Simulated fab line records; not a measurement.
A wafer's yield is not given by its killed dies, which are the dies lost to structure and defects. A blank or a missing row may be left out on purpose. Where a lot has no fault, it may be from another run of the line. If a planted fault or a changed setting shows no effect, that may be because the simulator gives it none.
fab line records	flow n5-finfet
record lots=7	wafers=21
route steps=1938 shown BEOL_M10@1480 BEOL_M11@1561 BEOL_M12@1639 BEOL_M13@1673
start-h: hours from the record's first day to the start of the lot's first wafer shown	wait-h: hours elapsed since this lot's preceding step	" same as the row above	L1.1+2: one row covering several wafers at once	- no value, or no start given	* or withheld: withheld	< > ~ a bound
route shown NAME@n: a module of which the file shows steps, and the number in the route of the first	usual: mean and standard deviation over wafers with no fault	same: alike in all rows	chamber/n: place in a boat	sites: the reading at each site	_std_site: how widely they spread, as a standard deviation	_edge_site: mean of outer sites minus mean of inner sites	radius-mm: for every site, how far away it sits from the centre of the wafer	mask NAME#n: copy n	behind: tool/chamber where the wafer was last shaped	hold: the reason the lot was held/the length of the hold in hours/how it ended	device: which transistor (n, p or np) failed to switch	end of line: the route-end tests of the same wafers	a step without rows: its recipe alone	killed: dies that structure and defects cost at the first sort, which is not the same as the wafer's yield	map: the dies of a wafer, with x for killed, . for not killed, _ for no die there
set.NAME: the setting that was run; set.NAME@STEP: the one run at that earlier step	model.NAME: the simulator's own value behind a step, which no gauge read
lots where settings were altered on purpose, with a table for each step and a row for each wafer
## steps
# step N5_BEOL_M10_EXPOSE_08
# recipe mask-id=M10	na=1.35	source-shape=dipole	sigma-inner=0.411	sigma-outer=0.611	polarization=te	dose-mj=53.75
lot.wafer	tool	chamber	start-h	wait-h	mask	set.dose-mj
L078.2+5	arfi-scanner-01	0	360.62	-	M10#0	57.35
L078.3	"	0	"	"	M10#0	53.75
L080.4+5+6	arfi-scanner-02	0	413.32	-	M10#0	53.75
L076.1	arfi-scanner-01	0	430.12	-	M10#0	53.75
L076.3+4	"	0	"	"	M10#0	57.52
L091.1+3+4	arfi-scanner-02	0	456.63	-	M10#0	53.75
L090.3+4	arfi-scanner-01	0	463.41	-	M10#0	53.75
L090.5	"	0	"	"	M10#0	56.94
L093.4+6	arfi-scanner-01	0	487.84	-	M10#0	53.75
L093.5	"	0	"	"	M10#0	57.75
L095.1+4+5	arfi-scanner-02	0	487.98	-	M10#0	53.75
# step N5_BEOL_M10_PEB_09
# recipe peb-temp-c=withheld	peb-time-s=60	resist=CAR-ArF
# step N5_BEOL_M10_DEVELOP_10
# recipe develop-time-s=30	developer=TMAH	resist=CAR-ArF	rinse-liquid=diw	dry=air-spin	dev-temp-c=23
# step N5_BEOL_M10_CD_MEAS_11
# recipe target-cd-nm=64.1	landing-energy-ev=500	detector=se-inlens	polarity=opening
# usual cd-nm=64.1/0.49
lot.wafer	tool	chamber	start-h	wait-h	set.dose-mj@BEOL_M10_EXPOSE_08	cd-nm
L078.2	cd-sem-02	0	360.74	-	57.35	68.0
L078.3	"	0	"	"	53.75	63.4
L078.5	"	0	"	"	57.35	66.7
L080.4	cd-sem-03	0	413.43	-	53.75	65.0
L080.5	"	0	"	"	53.75	64.3
L080.6	"	0	"	"	53.75	64.3
L076.1	cd-sem-02	0	430.25	-	53.75	63.7
L076.3	"	0	"	"	57.52	67.6
L076.4	"	0	"	"	57.52	68.4
L091.1	cd-sem-01	0	456.76	-	53.75	64.4
L091.3	"	0	"	"	53.75	63.8
L091.4	"	0	"	"	53.75	64.7
L090.3	cd-sem-01	0	463.53	-	53.75	64.7
L090.4	"	0	"	"	53.75	65.1
L090.5	"	0	"	"	56.94	67.0
L093.4	cd-sem-03	0	487.95	-	53.75	63.9
L093.5	"	0	"	"	57.75	67.5
L093.6	"	0	"	"	53.75	63.2
L095.1	cd-sem-01	0	488.11	-	53.75	63.6
L095.4	"	0	"	"	53.75	64.3
L095.5	"	0	"	"	53.75	64.1
# step N5_BEOL_M10_DESCUM_16
# recipe chemistry=O2	time-s=7.9	source-power-w=50	bias-power-w=20	pressure-mtorr=20	rf-frequency-hz=2.712e+07	temp-c=40	resist=CAR-ArF	o2-flow-sccm=225
# step N5_BEOL_M10_ETCH_61
# recipe chemistry=CF4	target=SiARC	target-depth-a=390	mask-material=CAR-ArF	time-s=65	ion-energy-ev=80	pressure-mtorr=40	source-w=545	bias-w=36	Ar_flow_sccm=100	cf4-flow-sccm=100	ends=cleared
lot.wafer	tool	chamber	start-h	wait-h	set.dose-mj@BEOL_M10_EXPOSE_08	model.BEOL_M10.cd-offset-nm
L078.2	rie-diel-06	3	360.86	0.0	57.35	4.2
L078.3	"	2	"	"	53.75	-0.8
L078.5	"	2	"	"	57.35	3.4
L080.4	rie-diel-03	1	413.59	0.0	53.75	1
L080.5	"	2	"	"	53.75	0
L080.6	"	1	"	"	53.75	0.6
L076.1	rie-diel-02	3	431.07	0.0	53.75	-0.4
L076.3	"	1	"	"	57.52	4
L076.4	"	2	"	"	57.52	4.2
L091.1	rie-diel-03	1	457.62	0.0	53.75	0.6
L091.3	"	3	"	"	53.75	-0.2
L091.4	"	0	"	"	53.75	0.8
L090.3	rie-diel-06	2	463.77	0.0	53.75	0.6
L090.4	"	1	"	"	53.75	0.8
L090.5	"	3	"	"	56.94	3.6
L093.4	rie-diel-06	2	488.19	0.0	53.75	-0.4
L093.5	"	1	"	"	57.75	3.4
L093.6	"	0	"	"	53.75	-0.8
L095.1	rie-diel-03	1	488.39	0.0	53.75	-0.6
L095.4	"	2	"	"	53.75	0.6
L095.5	"	3	"	"	53.75	0.2
# step N5_BEOL_M10_ETCH_62
# recipe chemistry=N2/H2	target=SOC	target-depth-a=1100	overetch-a=220	mask-material=SiARC	temp-c=40	time-s=165	ion-energy-ev=200	pressure-mtorr=30	source-w=840	bias-w=150	n2-flow-sccm=200	h2-flow-sccm=200
lot.wafer	tool	chamber	start-h	wait-h	set.dose-mj@BEOL_M10_EXPOSE_08	model.BEOL_M10.cd-offset-nm
L078.2	rie-diel-06	3	360.91	0.0	57.35	4.4
L078.3	"	2	"	"	53.75	-0.6
L078.5	"	2	"	"	57.35	3.2
L080.4	rie-diel-03	1	413.64	0.0	53.75	1.4
L080.5	"	2	"	"	53.75	0
L080.6	"	1	"	"	53.75	1
L076.1	rie-diel-02	3	431.12	0.0	53.75	0.4
L076.3	"	1	"	"	57.52	4
L076.4	"	2	"	"	57.52	4.2
L091.1	rie-diel-03	1	457.67	0.0	53.75	0.6
L091.3	"	3	"	"	53.75	0
L091.4	"	0	"	"	53.75	0.8
L090.3	rie-diel-06	2	463.82	0.0	53.75	0.2
L090.4	"	1	"	"	53.75	0.8
L090.5	"	3	"	"	56.94	3.6
L093.4	rie-diel-06	2	488.28	0.1	53.75	-0.6
L093.5	"	1	"	"	57.75	3.6
L093.6	"	0	"	"	53.75	-0.8
L095.1	rie-diel-03	1	488.44	0.0	53.75	-0.6
L095.4+5	"	2,3	"	"	53.75	0.4
# step N5_BEOL_M10_STRIP_68
# recipe chemistry=N2/H2	temp-c=40	n2-flow-sccm=200	h2-flow-sccm=200	rf-frequency-hz=6e+07
# step N5_BEOL_M10_STRIP_67
# recipe chemistry=CF4	resist=SiARC	power-w=300	bias-power-w=75	pressure-mtorr=50	cf4-flow-sccm=150	rf-frequency-hz=6e+07
# step N5_BEOL_M10_HM_OPEN_17
# recipe chemistry=Cl2/BCl3	target-depth-a=200	overetch-a=60	target=TiN	mask-material=SOC	ion-energy-ev=150	pressure-mtorr=10	icp-w=1000	bias-w=126	Cl2_flow_sccm=53.25	bcl3-flow-sccm=21.75	Ar_flow_sccm=25
lot.wafer	tool	chamber	start-h	wait-h	set.dose-mj@BEOL_M10_EXPOSE_08	model.BEOL_M10.cd-offset-nm
L078.2	rie-metal-01	0	361.10	0.0	57.35	4.6
L078.3	"	1	"	"	53.75	-0.6
L078.5	"	1	"	"	57.35	3.2
L080.4	rie-metal-03	1	413.86	0.1	53.75	1.2
L080.5	"	1	"	"	53.75	-0.2
L080.6	"	0	"	"	53.75	1
L076.1	rie-metal-02	1	431.30	0.0	53.75	0.2
L076.3+4	"	0,1	"	"	57.52	4.2
L091.1	rie-metal-02	0	457.86	0.0	53.75	0.6
L091.3	"	1	"	"	53.75	0
L091.4	"	0	"	"	53.75	0.8
L090.3	rie-metal-01	1	464.04	0.1	53.75	0.2
L090.4	"	0	"	"	53.75	0.8
L090.5	"	0	"	"	56.94	3.8
L093.4+6	rie-metal-01	0	488.44	0.1	53.75	-0.8
L093.5	"	1	"	"	57.75	3.8
L095.1	rie-metal-02	1	488.63	0.0	53.75	-0.6
L095.4+5	"	1,0	"	"	53.75	0.6
# step N5_BEOL_M10_STRIP_19
# recipe chemistry=O2	power-w=400	temp-c=40	pressure-mtorr=30	rf-frequency-hz=6e+07	bias-power-w=0	overash-fraction=0.2	o2-flow-sccm=225
# step N5_BEOL_M10_CD_MEAS_18
# recipe pitch-nm=140	target-cd-nm=70
# usual cd-nm=70.1/0.57
lot.wafer	tool	chamber	start-h	wait-h	set.dose-mj@BEOL_M10_EXPOSE_08	cd-nm
L078.2	cd-sem-01	-	361.28	0.1	57.35	74.5
L078.3	"	-	"	"	53.75	69.7
L078.5	"	-	"	"	57.35	73.5
L080.4	cd-sem-03	-	414.01	0.1	53.75	71.2
L080.5	"	-	"	"	53.75	69.7
L080.6	"	-	"	"	53.75	71.0
L076.1	cd-sem-02	-	431.54	0.0	53.75	70.1
L076.3	"	-	"	"	57.52	74.1
L076.4	"	-	"	"	57.52	74.0
L091.1	cd-sem-03	-	458.18	0.0	53.75	70.4
L091.3	"	-	"	"	53.75	70.0
L091.4	"	-	"	"	53.75	70.3
L090.3	cd-sem-01	-	464.19	0.1	53.75	70.2
L090.4	"	-	"	"	53.75	70.8
L090.5	"	-	"	"	56.94	73.8
L093.4	cd-sem-02	-	488.62	0.0	53.75	69.4
L093.5	"	-	"	"	57.75	74.1
L093.6	"	-	"	"	53.75	69.4
L095.1	cd-sem-03	-	488.82	0.0	53.75	69.4
L095.4	"	-	"	"	53.75	70.7
L095.5	"	-	"	"	53.75	70.9
# step N5_BEOL_M10_COAT_63
# recipe resist=SOC	temp-c=250	time-s=60	spin-rpm=1500	resist-thk-nm=100
# step N5_BEOL_M10_COAT_64
# recipe resist=SiARC	temp-c=220	time-s=60	spin-rpm=1500	resist-thk-nm=30
# step N5_BEOL_M10_STRIP_77
# recipe chemistry=N2/H2	time-s=10	power-w=450	temp-c=40	pressure-mtorr=20	rf-frequency-hz=6e+07	bias-power-w=7	n2-flow-sccm=200	h2-flow-sccm=200
# step N5_BEOL_M10_HM_STRIP_39
# recipe chemistry=peroxide-tin-strip	material=TiN	target-depth-a=250	temp-c=50	time-s=158
lot.wafer	tool	chamber	start-h	wait-h	set.time-s@BEOL_M10_PECVD_70	model.SiO2_of_BEOL_M10_PECVD_70.thk-nm
L078.2+5	wet-bench-05	1,0	363.45	0.0	25.95	22.6
L078.3	"	3	"	"	22.7	19.6
L080.4	wet-bench-03	2	416.63	0.0	22.7	20.4
L080.5	"	5	"	"	22.7	20
L080.6	"	0	"	"	22.7	20.2
L076.1	wet-bench-01	1	434.08	0.0	25.8	22.6
L076.3	"	6	"	"	22.7	20
L076.4	"	3	"	"	22.7	20.2
L091.1+4	wet-bench-05	2,3	460.24	0.0	22.7	19.8
L091.3	"	4	"	"	26.1	22.6
L090.3	wet-bench-01	5	466.72	0.0	22.7	19.6
L090.4	"	1	"	"	22.7	20.2
L090.5	"	0	"	"	24.09	21.2
L093.4	wet-bench-03	1	491.25	0.0	22.7	19.8
L093.5+6	"	5,2	"	"	22.7	20.2
L095.1	wet-bench-05	2	491.26	0.0	22.7	19.6
L095.4+5	"	5,3	"	"	23.64	20.4
# step N5_BEOL_M10_SRD_40
# recipe time-s=30	temp-c=23	rinse-liquid=diw	dry=ipa-marangoni
# step N5_BEOL_M10_PRECLEAN_42
# recipe chemistry=residue-remover	time-s=60	temp-c=40
# step N5_BEOL_M10_SRD_43
# recipe time-s=30	temp-c=23	rinse-liquid=diw	dry=ipa-marangoni
# step N5_BEOL_M10_CD_MEAS_35
# recipe target-cd-nm=70	polarity=opening
# usual cd-nm=70.1/0.59
lot.wafer	tool	chamber	start-h	wait-h	set.dose-mj@BEOL_M10_EXPOSE_08	cd-nm
L078.2	cd-sem-03	-	363.57	0.0	57.35	74.9
L078.3	"	-	"	"	53.75	69.5
L078.5	"	-	"	"	57.35	73.0
L080.4	cd-sem-03	-	416.76	0.0	53.75	70.9
L080.5	"	-	"	"	53.75	70.1
L080.6	"	-	"	"	53.75	70.6
L076.1	cd-sem-01	-	434.20	0.0	53.75	70.3
L076.3	"	-	"	"	57.52	74.2
L076.4	"	-	"	"	57.52	74.4
L091.1	cd-sem-01	-	460.36	0.0	53.75	70.8
L091.3	"	-	"	"	53.75	69.9
L091.4	"	-	"	"	53.75	70.3
L090.3	cd-sem-03	-	466.84	0.0	53.75	70.3
L090.4	"	-	"	"	53.75	70.6
L090.5	"	-	"	"	56.94	73.7
L093.4	cd-sem-03	-	491.37	0.0	53.75	69.4
L093.5	"	-	"	"	57.75	73.6
L093.6	"	-	"	"	53.75	69.1
L095.1	cd-sem-01	-	491.38	0.0	53.75	69.2
L095.4	"	-	"	"	53.75	70.6
L095.5	"	-	"	"	53.75	70.3
# step N5_BEOL_M11_COAT_64
# recipe resist=SiARC	temp-c=220	time-s=60	spin-rpm=1500	resist-thk-nm=30
lot.wafer	tool	chamber	start-h	wait-h	set.spin-rpm	model.SiARC_of_BEOL_M11_COAT_64.thk-nm
L078.2	litho-track-05	0	-	-	1595	29.2
L078.3	"	0	"	"	1595	29
L078.5	"	0	"	"	1500	30
L080.4+5+6	litho-track-05	0	-	-	1500	30
L076.1	litho-track-05	0	-	-	1455	30.4
L076.3	"	0	"	"	1500	30
L076.4	"	0	"	"	1455	30.6
L091.1+4	litho-track-03	0	-	-	1500	29.8
L091.3	"	0	"	"	1343	31.4
L090.3+4+5	litho-track-05	0	-	-	1500	30
L093.4	litho-track-04	0	-	-	1381	31.2
L093.5+6	"	0	"	"	1500	30
L095.1+4+5	litho-track-05	0	-	-	1500	30
# step N5_BEOL_M11_COAT_22
# recipe resist=CAR-ArF	spin-rpm=1500	resist-thk-nm=90
# step N5_BEOL_M11_EBR_24
# recipe solvent=PGMEA	ebr-width-mm=1.5
# step N5_BEOL_M11_DESCUM_33
# recipe chemistry=O2	time-s=7.9	source-power-w=50	bias-power-w=20	pressure-mtorr=20	rf-frequency-hz=2.712e+07	temp-c=40	resist=CAR-ArF	o2-flow-sccm=225
# step N5_BEOL_M11_ETCH_65
# recipe chemistry=CF4	target=SiARC	target-depth-a=390	mask-material=CAR-ArF	time-s=65	ion-energy-ev=80	pressure-mtorr=40	source-w=545	bias-w=36	Ar_flow_sccm=100	cf4-flow-sccm=100	ends=cleared
lot.wafer	tool	chamber	start-h	wait-h	set.spin-rpm@BEOL_M11_COAT_64	model.etch.depth-nm	model.CAR-ArF_of_BEOL_M11_COAT_22.thk-nm
L078.2	rie-diel-04	0	369.76	0.0	1595	29.11	56.2
L078.3	"	1	"	"	1595	28.99	56.6
L078.5	"	1	"	"	1500	29.94	55.6
L080.4	rie-diel-05	0	425.06	0.0	1500	30.03	55.6
L080.5	"	3	"	"	1500	29.94	55.6
L080.6	"	0	"	"	1500	30.08	55.8
L076.1	rie-diel-05	2	447.86	0.0	1455	30.45	55.4
L076.3	"	1	"	"	1500	30.03	55.8
L076.4	"	0	"	"	1455	30.51	55.2
L091.1	rie-diel-05	1	472.30	0.0	1500	29.75	56
L091.3	"	0	"	"	1343	31.43	54.4
L091.4	"	2	"	"	1500	29.81	56
L090.3+4	rie-diel-01	0,2	474.71	0.0	1500	29.96	55.4
L090.5	"	0	"	"	1500	30.03	55.4
L093.4	rie-diel-05	1	496.63	0.0	1381	31.11	55
L093.5	"	0	"	"	1500	29.93	55.8
L093.6	"	3	"	"	1500	30.04	55.6
L095.1	rie-diel-01	2	499.64	0.0	1500	29.96	55.6
L095.4	"	3	"	"	1500	29.95	55.6
L095.5	"	1	"	"	1500	30.05	55.6
# step N5_BEOL_M12_TRENCH_ETCH_34
# recipe chemistry=C4F8/O2/Ar	target=SiOC	target-depth-a=3189.5	mask-material=SOC	pressure-mtorr=30	source-w=3000	bias-w=700	Ar_flow_sccm=400	C4F8_flow_sccm=15	O2_flow_sccm=8	he-inner-torr=15	he-outer-torr=30	time-s=125.5	ion-energy-ev=250
lot.wafer	tool	chamber	start-h	wait-h	set.time-s	model.etch.depth-nm
L078.2	rie-diel-06	0	375.25	0.0	115.7	295
L078.3	"	1	"	"	125.5	318.7
L078.5	"	1	"	"	115.7	292.6
L080.4	rie-diel-06	3	430.31	0.0	125.5	307.1
L080.5	"	0	"	"	125.5	323.9
L080.6	"	1	"	"	125.5	326.9
L076.1	rie-diel-02	1	453.74	0.0	125.5	310.3
L076.3	"	3	"	"	125.5	320.8
L076.4	"	2	"	"	125.5	328.7
L091.1	rie-diel-02	1	480.01	0.0	125.5	305.9
L091.3	"	2	"	"	125.5	323.8
L091.4	"	0	"	"	125.5	310
L090.3	rie-diel-06	1	480.08	0.0	148.3	376.3
L090.4	"	0	"	"	125.5	321.9
L090.5	"	1	"	"	125.5	319.7
L093.4	rie-diel-03	3	504.07	0.0	116.5	298.6
L093.5	"	2	"	"	116.5	296.1
L093.6	"	3	"	"	125.5	324.7
L095.1	rie-diel-02	1	505.60	0.0	125.5	306.7
L095.4	"	2	"	"	125.5	322.5
L095.5	"	2	"	"	101.6	260.7
# step N5_BEOL_M12_STRIP_70
# recipe chemistry=C4F8/O2/Ar	resist=SiARC	rf-frequency-hz=6e+07
# step N5_BEOL_M12_OCD_MEAS_35
# usual trench-depth-nm=318/6.4
lot.wafer	tool	chamber	start-h	wait-h	set.time-s@BEOL_M12_TRENCH_ETCH_34	trench-depth-nm
L078.2	ocd-02	-	375.40	0.0	115.7	294
L078.3	"	-	"	"	125.5	319
L078.5	"	-	"	"	115.7	292
L080.4	ocd-01	-	430.47	0.0	125.5	308
L080.5	"	-	"	"	125.5	324
L080.6	"	-	"	"	125.5	327
L076.1	ocd-02	-	453.89	0.0	125.5	310
L076.3	"	-	"	"	125.5	321
L076.4	"	-	"	"	125.5	329
L091.1	ocd-02	-	480.16	0.0	125.5	306
L091.3	"	-	"	"	125.5	324
L091.4	"	-	"	"	125.5	310
L090.3	ocd-02	-	480.24	0.0	148.3	376
L090.4	"	-	"	"	125.5	322
L090.5	"	-	"	"	125.5	319
L093.4	ocd-02	-	504.23	0.0	116.5	299
L093.5	"	-	"	"	116.5	297
L093.6	"	-	"	"	125.5	325
L095.1	ocd-02	-	505.75	0.0	125.5	307
L095.4	"	-	"	"	125.5	322
L095.5	"	-	"	"	101.6	261
# step N5_BEOL_M12_SPUTTER_45
# recipe material=Cu	target-thk-a=800	temp-c=-20	bias-v=60	power-w=26000	chamber-pressure-pa=0.13	time-s=13.33
lot.wafer	tool	chamber	start-h	wait-h	set.time-s
L078.2	pvd-sputter-01	-	377.26	0.0	13.33
L078.3+5	"	-	"	"	11.35
L080.4+5+6	pvd-sputter-02	-	435.36	0.0	13.33
L076.1	pvd-sputter-01	-	456.99	0.0	13.33
L076.3+4	"	-	"	"	14.11
L091.1+3	pvd-sputter-01	-	482.10	0.0	11.56
L091.4	"	-	"	"	13.33
L090.3+5	pvd-sputter-01	-	484.42	0.0	13.33
L090.4	"	-	"	"	12.6
L093.4	pvd-sputter-03	-	512.05	0.0	13.33
L093.5+6	"	-	"	"	15.04
L095.1+5	pvd-sputter-03	-	513.07	0.0	11.61
L095.4	"	-	"	"	13.33
# step N5_BEOL_M12_ECD_47
# recipe material=Cu	target-thk-a=7200
# step N5_BEOL_M12_ANNEAL_48
# recipe temp-c=225	time-s=90	ambient=N2
# step N5_BEOL_M12_PRE_CLEAN_52
# recipe gas=NH3	time-s=15	temp-c=withheld	rf-power-w=300
# step N5_BEOL_M12_DEP_53
# recipe material=SiCN	target-thk-a=300	temp-c=withheld	precursor=3MS/NH3	pressure-torr=3	rf-w=675	time-s=10.5
# step N5_BEOL_M12_RS_MEAS_54
# recipe thk-meas-gauge=four-point-probe	reads=Cu_of_BEOL_M12_ECD_47+Ta_of_BEOL_M12_SPUTTER_44+TaN_of_BEOL_M12_SPUTTER_43
# usual M12_RS=0.0602/0.0013
lot.wafer	tool	chamber	start-h	wait-h	set.time-s@BEOL_M12_TRENCH_ETCH_34	M12_RS[ohm/sq]
L078.2	film-metro-01	-	378.25	0.0	115.7	0.0653
L078.3	"	-	"	"	125.5	0.0606
L078.5	"	-	"	"	115.7	0.0661
L080.4	film-metro-01	-	436.35	0.0	125.5	0.0624
L080.5	"	-	"	"	125.5	0.0593
L080.6	"	-	"	"	125.5	0.0585
L076.1	film-metro-02	-	457.96	0.0	125.5	0.0619
L076.3	"	-	"	"	125.5	0.0601
L076.4	"	-	"	"	125.5	0.0580
L091.1	film-metro-01	-	484.02	0.1	125.5	0.0626
L091.3	"	-	"	"	125.5	0.0591
L091.4	"	-	"	"	125.5	0.0617
L090.3	film-metro-01	-	486.34	0.0	148.3	0.0507
L090.4	"	-	"	"	125.5	0.0595
L090.5	"	-	"	"	125.5	0.0603
L093.4	film-metro-01	-	513.03	0.0	116.5	0.0644
L093.5	"	-	"	"	116.5	0.0653
L093.6	"	-	"	"	125.5	0.0585
L095.1	film-metro-01	-	514.50	0.0	125.5	0.0629
L095.4	"	-	"	"	125.5	0.0594
L095.5	"	-	"	"	101.6	0.0745
# step N5_BEOL_M13_ETCH_59
# recipe chemistry=N2/H2	target=BARC	target-depth-a=890	overetch-a=267	time-s=67.9	ion-energy-ev=200	pressure-mtorr=30	source-w=840	bias-w=150	n2-flow-sccm=200	h2-flow-sccm=200
# usual rf-vpp-V=523.5/2
lot.wafer	tool	chamber	start-h	wait-h	set.bias-w	rf-vpp-V
L078.2	rie-diel-01	2	379.08	0.0	150	524.7
L078.3	"	3	"	"	150	523.6
L078.5	"	1	"	"	150	524.4
L080.4	rie-diel-04	2	436.98	0.0	150	525.8
L080.5	"	3	"	"	150	524.5
L080.6	"	0	"	"	150	527.6
L076.1	rie-diel-05	2	458.83	0.0	162.8	549.5
L076.3	"	0	"	"	150	522.7
L076.4	"	3	"	"	162.8	548.1
L091.1	rie-diel-05	2	484.67	0.0	150	524.0
L091.3	"	0	"	"	150	522.3
L091.4	"	3	"	"	150	523.5
L090.3	rie-diel-01	1	487.18	0.0	150	524.7
L090.4	"	2	"	"	162.5	552.0
L090.5	"	1	"	"	162.5	549.8
L093.4	rie-diel-04	3	513.67	0.0	132.6	484.5
L093.5	"	2	"	"	132.6	488.4
L093.6	"	1	"	"	150	522.2
L095.1	rie-diel-01	0	515.27	0.0	150	521.3
L095.4	"	1	"	"	150	522.9
L095.5	"	0	"	"	150	520.0
## key
split step=N5_BEOL_M10_EXPOSE_08	setting=dose-mj	stated=53.75	by=wafer
response step=N5_BEOL_M10_CD_MEAS_11	reading=cd-nm	change=+0.529	per=1%	r=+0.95
response step=N5_BEOL_M10_ETCH_61	reading=model.BEOL_M10.cd-offset-nm	change=+0.592	per=1%	r=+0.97
response step=N5_BEOL_M10_ETCH_62	reading=model.BEOL_M10.cd-offset-nm	change=+0.573	per=1%	r=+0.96
response step=N5_BEOL_M10_HM_OPEN_17	reading=model.BEOL_M10.cd-offset-nm	change=+0.607	per=1%	r=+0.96
response step=N5_BEOL_M10_CD_MEAS_18	reading=cd-nm	change=+0.599	per=1%	r=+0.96
response step=N5_BEOL_M10_CD_MEAS_35	reading=cd-nm	change=+0.587	per=1%	r=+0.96
split step=N5_BEOL_M11_COAT_64	setting=spin-rpm	stated=1500	by=wafer
response step=N5_BEOL_M11_COAT_64	reading=model.SiARC_of_BEOL_M11_COAT_64.thk-nm	change=-0.151	per=1%	r=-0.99
response step=N5_BEOL_M11_ETCH_65	reading=model.etch.depth-nm	change=-0.149	per=1%	r=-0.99
response step=N5_BEOL_M11_ETCH_65	reading=model.CAR-ArF_of_BEOL_M11_COAT_22.thk-nm	change=+0.13	per=1%	r=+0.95
split step=N5_BEOL_M12_TRENCH_ETCH_34	setting=time-s	stated=125.5	by=wafer
response step=N5_BEOL_M12_TRENCH_ETCH_34	reading=model.etch.depth-nm	change=+3.01	per=1%	r=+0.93
response step=N5_BEOL_M12_OCD_MEAS_35	reading=trench-depth-nm	change=+3	per=1%	r=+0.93
response step=N5_BEOL_M12_RS_MEAS_54	reading=M12_RS	change=-0.000626	per=1%	r=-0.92
split step=N5_BEOL_M12_SPUTTER_45	setting=time-s	stated=13.33	by=wafer
response none clear
split step=N5_BEOL_M13_ETCH_59	setting=bias-w	stated=150	by=wafer
response step=N5_BEOL_M13_ETCH_59	reading=rf-vpp-V	change=+3.09	per=1%	r=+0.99
split outside-this-file step=N5_BEOL_M10_PECVD_70 setting=time-s
# split outside-this-file: this setting was split too, and the file shows its column; the key of that split is in another file
